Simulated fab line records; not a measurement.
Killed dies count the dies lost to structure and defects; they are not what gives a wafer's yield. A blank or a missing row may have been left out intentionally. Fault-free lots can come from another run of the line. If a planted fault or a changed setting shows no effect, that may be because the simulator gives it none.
Matching of chambers + flow nandHarc + NHARC_P_M2_ETCH_35 on rieDiel-03 has 4 sister chambers
The step etches the open film in N2/H2, target depth 40 nm, overetch 12 nm, time 43.94 s. 36 wafers are shown with their chamber, then 12 later ones without.

EACH WAFER AND ITS CHAMBER
| wafer  | chamber | showerheadPlenumPTorr (Torr) | drypumpMotorCurrentA (A) | rfVppV (V) |
|--------|---------|------------------------------|--------------------------|------------|
| L074.3 | 2       | 1.91                         | 6.2                      | 426.7      |
| L074.4 | 0       | 2.05                         | 5.5                      | 430.4      |
| L074.6 | 3       | 2.16                         | 6.3                      | 433.1      |
| L075.1 | 2       | 1.91                         | 6.1                      | 427.6      |
| L075.4 | 0       | 2.05                         | 5.5                      | 431.0      |
| L075.6 | 3       | 2.16                         | 6.3                      | 432.6      |
| L077.1 | 0       | 2.05                         | 5.5                      | 430.6      |
| L077.4 | 2       | 1.91                         | 6.2                      | 426.5      |
| L077.6 | 2       | 1.91                         | 6.2                      | 425.5      |
| L081.1 | 2       | 1.91                         | 6.2                      | 425.4      |
| L081.2 | 1       | 2.01                         | 5.6                      | 429.7      |
| L081.5 | 2       | 1.90                         | 6.2                      | 427.0      |
| L079.3 | 1       | 2.01                         | 5.6                      | 429.4      |
| L079.4 | 3       | 2.16                         | 6.3                      | 432.8      |
| L079.6 | 1       | 2.01                         | 5.6                      | 429.4      |
| L082.1 | 2       | 1.91                         | 6.2                      | 426.0      |
| L082.2 | 3       | 2.16                         | 6.3                      | 433.1      |
| L082.4 | 0       | 2.05                         | 5.5                      | 430.9      |
| L083.1 | 0       | 2.05                         | 5.5                      | 431.7      |
| L083.4 | 2       | 1.91                         | 6.1                      | 426.6      |
| L083.5 | 2       | 1.90                         | 6.2                      | 428.3      |
| L084.3 | 0       | 2.05                         | 5.5                      | 429.2      |
| L084.4 | 3       | 2.16                         | 6.3                      | 434.0      |
| L084.6 | 3       | 2.16                         | 6.3                      | 434.7      |
| L086.1 | 0       | 2.05                         | 5.5                      | 431.3      |
| L086.2 | 3       | 2.16                         | 6.3                      | 432.9      |
| L086.4 | 2       | 1.90                         | 6.2                      | 426.4      |
| L090.1 | 1       | 2.01                         | 5.6                      | 428.3      |
| L090.2 | 3       | 2.16                         | 6.3                      | 433.1      |
| L090.6 | 2       | 1.90                         | 6.1                      | 426.5      |
| L089.4 | 2       | 1.90                         | 6.2                      | 426.3      |
| L089.5 | 3       | 2.16                         | 6.3                      | 432.8      |
| L089.6 | 0       | 2.05                         | 5.5                      | 430.9      |
| L091.2 | 0       | 2.05                         | 5.5                      | 431.0      |
| L091.3 | 2       | 1.90                         | 6.2                      | 426.9      |
| L091.6 | 2       | 1.90                         | 6.2                      | 426.6      |

SIGNATURES (means of the wafers above)
| reading               | chamber 0 | chamber 1 | chamber 2 | chamber 3 | scatter within a chamber |
|-----------------------|-----------|-----------|-----------|-----------|--------------------------|
| showerheadPlenumPTorr | 2.0500    | 2.0100    | 1.9050    | 2.1600    | 0.00331                  |
| drypumpMotorCurrentA  | 5.500     | 5.600     | 6.179     | 6.300     | 0.0271                   |
| rfVppV                | 430.778   | 429.200   | 426.593   | 433.233   | 0.708                    |
Rule: distance of a wafer from a chamber = root of the sum over the readings of ((wafer's reading minus chamber's mean) / reading's scatter) squared. The wafer belongs to the nearest chamber; if the next one is less than 2 further off, it can't be placed. The scatter is the square root of a quotient: the sum, over the shown wafers, of each reading's squared deviation from its chamber's mean, divided by wafers minus chambers.

WAFERS MISSING THEIR CHAMBER
| wafer  | showerheadPlenumPTorr (Torr) | drypumpMotorCurrentA (A) | rfVppV (V) |
|--------|------------------------------|--------------------------|------------|
| L094.1 | 2.05                         | 5.5                      | 431.3      |
| L094.2 | 2.01                         | 5.7                      | 430.1      |
| L094.4 | 1.90                         | 6.2                      | 426.4      |
| L095.2 | 2.05                         | 5.5                      | 430.1      |
| L095.3 | 2.01                         | 5.6                      | 430.1      |
| L095.4 | 1.90                         | 6.1                      | 426.9      |
| L096.1 | 2.16                         | 6.3                      | 433.7      |
| L096.3 | 2.05                         | 5.5                      | 431.7      |
| L096.4 | 2.01                         | 5.6                      | 428.1      |
| L097.4 | 2.05                         | 5.5                      | 430.2      |
| L097.5 | 2.05                         | 5.5                      | 431.8      |
| L097.6 | 2.16                         | 6.4                      | 433.9      |

WHICH CHAMBER EACH WENT THROUGH
| wafer  | from the rows above | in truth |
|--------|---------------------|----------|
| L094.1 | 0                   | 0        |
| L094.2 | 1                   | 1        |
| L094.4 | 2                   | 2        |
| L095.2 | 0                   | 0        |
| L095.3 | 1                   | 1        |
| L095.4 | 2                   | 2        |
| L096.1 | 3                   | 3        |
| L096.3 | 0                   | 0        |
| L096.4 | 1                   | 1        |
| L097.4 | 0                   | 0        |
| L097.5 | 0                   | 0        |
| L097.6 | 3                   | 3        |
12 of 12 placed correctly. Not placeable from these rows: 0. Wrongly placed: 0.
